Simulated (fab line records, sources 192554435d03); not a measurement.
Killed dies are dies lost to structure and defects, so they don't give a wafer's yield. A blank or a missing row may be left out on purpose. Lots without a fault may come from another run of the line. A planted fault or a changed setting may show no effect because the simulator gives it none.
Chamber matching | flow n5_finfet | N5_BEOL_M7_ILD_DEP_00 on pecvd-04: 3 sister chambers
The step deposits SiCOH lowk from DEMS/porogen, target thk 179.75 nm, time 33.4 s. 6 wafers are shown with their chamber, then 9 later ones without.

WAFERS WITH THEIR CHAMBER
wafer  | chamber | throttle_valve_pct (%) | showerhead_plenum_p_Torr (Torr)
L083.5 | 2       | 13.6                   | 5.720
L085.4 | 1       | 13.8                   | 5.774
L085.5 | 0       | 15.6                   | 5.733
L086.3 | 2       | 13.6                   | 5.722
L086.4 | 1       | 13.9                   | 5.768
L086.6 | 0       | 15.9                   | 5.726

WAFERS WITHOUT THEIR CHAMBER
wafer  | throttle_valve_pct (%) | showerhead_plenum_p_Torr (Torr)
L087.1 | 15.7                   | 5.732
L087.4 | 13.7                   | 5.768
L087.6 | 13.7                   | 5.727
L090.2 | 13.7                   | 5.715
L090.3 | 15.5                   | 5.720
L090.6 | 15.9                   | 5.723
L092.2 | 13.7                   | 5.731
L092.4 | 13.6                   | 5.769
L092.5 | 13.6                   | 5.716

WHICH CHAMBER EACH WENT THROUGH
wafer  | from the rows above | in truth
L087.1 | 0                   | 0
L087.4 | 1                   | 1
L087.6 | 2                   | 2
L090.2 | 2                   | 2
L090.3 | 0                   | 0
L090.6 | 0                   | 0
L092.2 | 2                   | 2
L092.4 | 1                   | 1
L092.5 | 2                   | 2
Placed correctly: 9 of 9. Can't be placed from these rows: 0. Placed wrongly: 0.
How it was worked out, from the rows above alone: a wafer's distance from a chamber is the root of the sum, over the readings, of the square of ((its reading less the chamber's mean) divided by the reading's scatter). The wafer belongs to the nearest chamber; if the next one is less than 2 further off, it can't be placed. A chamber's mean is the mean of its shown wafers. The scatter: the root of (the sum of the squares of (reading less its chamber's mean) over the shown wafers, divided by (wafers less chambers)).
